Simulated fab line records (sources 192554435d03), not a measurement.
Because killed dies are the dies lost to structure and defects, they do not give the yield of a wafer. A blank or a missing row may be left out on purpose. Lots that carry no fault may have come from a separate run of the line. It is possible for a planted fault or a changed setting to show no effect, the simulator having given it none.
Lot-split experiment | flow n5-finfet | on a route of 1938 steps: 7 lots, 39 wafers read

== ON THE SPLIT ==
At N5_MIM_BOT_ETCH_ETCH_04 (etches SiNx in CF4/O2, target depth 26 nm, time 13 s), the setting time-s was moved away from the recipe's 13 s on 12 of the 39 wafers read, by -25.9% to +46.9%. The other wafers ran this setting at the recipe's value.

The reading comes from the split's own step.

== THE READING ==
MIM_BOT_ETCH.cd-offset-nm (the simulator's own value, which no gauge read), in nm, at N5_MIM_BOT_ETCH_ETCH_04 (etches SiNx in CF4/O2, target depth 26 nm, time 13 s). There is no usual value for it anywhere in the file. Average 0.0 nm, standard deviation 0.066 nm, over the 27 wafers here run with the recipe.

wafer  | tool, chamber at the split | time-s as run, s | against the recipe | MIM_BOT_ETCH.cd-offset-nm, nm | against lot-mates on the recipe
L076.1 | rie-diel-04, 2             | 13               | recipe             | 0                             | -
L076.2 | rie-diel-04, 1             | 13               | recipe             | 0                             | -
L076.3 | rie-diel-04, 0             | 18.16            | +39.7%             | -0.6                          | -0.6
L076.4 | rie-diel-04, 3             | 18.16            | +39.7%             | -0.6                          | -0.6
L076.5 | rie-diel-04, 0             | 18.16            | +39.7%             | -0.6                          | -0.6
L076.6 | rie-diel-04, 1             | 13               | recipe             | 0                             | -
L077.1 | rie-diel-06, 3             | 13               | recipe             | 0.2                           | -
L077.2 | rie-diel-06, 2             | 9.631            | -25.9%             | 0.4                           | +0.3
L077.3 | rie-diel-06, 1             | 9.631            | -25.9%             | 0.4                           | +0.3
L077.4 | rie-diel-06, 0             | 13               | recipe             | 0.2                           | -
L077.5 | rie-diel-06, 3             | 13               | recipe             | 0                             | -
L077.6 | rie-diel-06, 2             | 9.631            | -25.9%             | 0.4                           | +0.3
L079.2 | rie-diel-06, 2             | 13               | recipe             | 0                             | -
L079.3 | rie-diel-06, 1             | 13               | recipe             | 0                             | -
L079.5 | rie-diel-06, 1             | 13               | recipe             | 0                             | -
L080.1 | rie-diel-03, 2             | 13               | recipe             | 0                             | -
L080.2 | rie-diel-03, 0             | 13               | recipe             | 0                             | -
L080.3 | rie-diel-03, 3             | 13               | recipe             | 0                             | -
L080.4 | rie-diel-03, 1             | 13               | recipe             | 0                             | -
L080.5 | rie-diel-03, 3             | 13               | recipe             | 0                             | -
L080.6 | rie-diel-03, 2             | 13               | recipe             | 0                             | -
L082.1 | rie-diel-06, 1             | 13               | recipe             | 0                             | -
L082.5 | rie-diel-06, 1             | 13               | recipe             | 0                             | -
L082.2 | rie-diel-06, 2             | 13               | recipe             | 0                             | -
L082.3 | rie-diel-06, 3,2           | 13               | recipe             | 0                             | -
L082.6 | rie-diel-06, 3,2           | 13               | recipe             | 0                             | -
L082.4 | rie-diel-06, 3             | 13               | recipe             | 0                             | -
L083.1 | rie-diel-03, 1             | 10.82            | -16.8%             | 0                             | +0.0
L083.2 | rie-diel-03, 3             | 13               | recipe             | 0                             | -
L083.3 | rie-diel-03, 2             | 13               | recipe             | 0                             | -
L083.4 | rie-diel-03, 0             | 10.82            | -16.8%             | 0                             | +0.0
L083.5 | rie-diel-03, 3             | 10.82            | -16.8%             | 0.2                           | +0.2
L083.6 | rie-diel-03, 2             | 13               | recipe             | 0                             | -
L097.1 | rie-diel-06, 3             | 19.1             | +46.9%             | -0.6                          | -0.5
L097.2 | rie-diel-06, 1             | 19.1             | +46.9%             | -0.6                          | -0.5
L097.3 | rie-diel-06, 2             | 19.1             | +46.9%             | -0.4                          | -0.3
L097.4 | rie-diel-06, 0             | 13               | recipe             | 0                             | -
L097.5 | rie-diel-06, 3             | 13               | recipe             | -0.2                          | -
L097.6 | rie-diel-06, 0             | 13               | recipe             | 0                             | -
The file does not say which wafer passed through which chamber wherever a row lists several chambers: such a row stands for several wafers.

FIT RESULTS
A straight line over all 39 wafers: MIM_BOT_ETCH.cd-offset-nm changes by -0.0127 nm for each +1% of time-s; r = -0.94; the points scatter about the line by 0.089 nm.
The same after taking each lot's own level away (the mean of its wafers on the recipe; 39 wafers): -0.0112 nm for each +1%; r = -0.94; scatter 0.077 nm.
The reading moves by 0.53 nm for the largest change in time-s, on that fit.
Measured against the standard deviation above, the lots' own levels, which go from -0.07 to 0.13 nm, span 3.0 times it.
Thus the slope moves with the lot-to-lot level: the two fits are different.
Check: with one of the wafers moved furthest among these (+46.9%) left out of the fit, the line predicts -0.546 nm for it against its lot-mates. Against them it came out at -0.533 nm.

== OTHER SPLITS APPLIED TO THESE WAFERS ==
Other splits were also applied to these wafers ahead of the reading. Each is held against what the fit with the lots' levels taken away leaves over:
other split on the same wafers | wafers away from the commonest value | r with MIM_BOT_ETCH.cd-offset-nm (lot level and that fit taken away)
N5_BEOL_M10_VIA_ETCH_34 time-s | 18                                   | -0.17
N5_BEOL_M11_VIA_ETCH_34 time-s | 12                                   | +0.16

== THE WHOLE CHAIN: every reading that the file lists as answering this split, in the file's order ==
step                    | what it does                                         | reading                                                                    | change (the file's fit)                | r (the file's)
N5_MIM_BOT_ETCH_ETCH_04 | etches SiNx in CF4/O2, target depth 26 nm, time 13 s | etch.depth-nm (the simulator's own value, which no gauge read)             | +0.26 nm for each +1% of the setting   | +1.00
N5_MIM_BOT_ETCH_ETCH_04 | etches SiNx in CF4/O2, target depth 26 nm, time 13 s | MIM_BOT_ETCH.cd-offset-nm (the simulator's own value, which no gauge read) | -0.0114 nm for each +1% of the setting | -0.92

== FILE'S OWN FIT ==
MIM_BOT_ETCH.cd-offset-nm changes by -0.0114 nm for each +1% of time-s, r = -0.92.
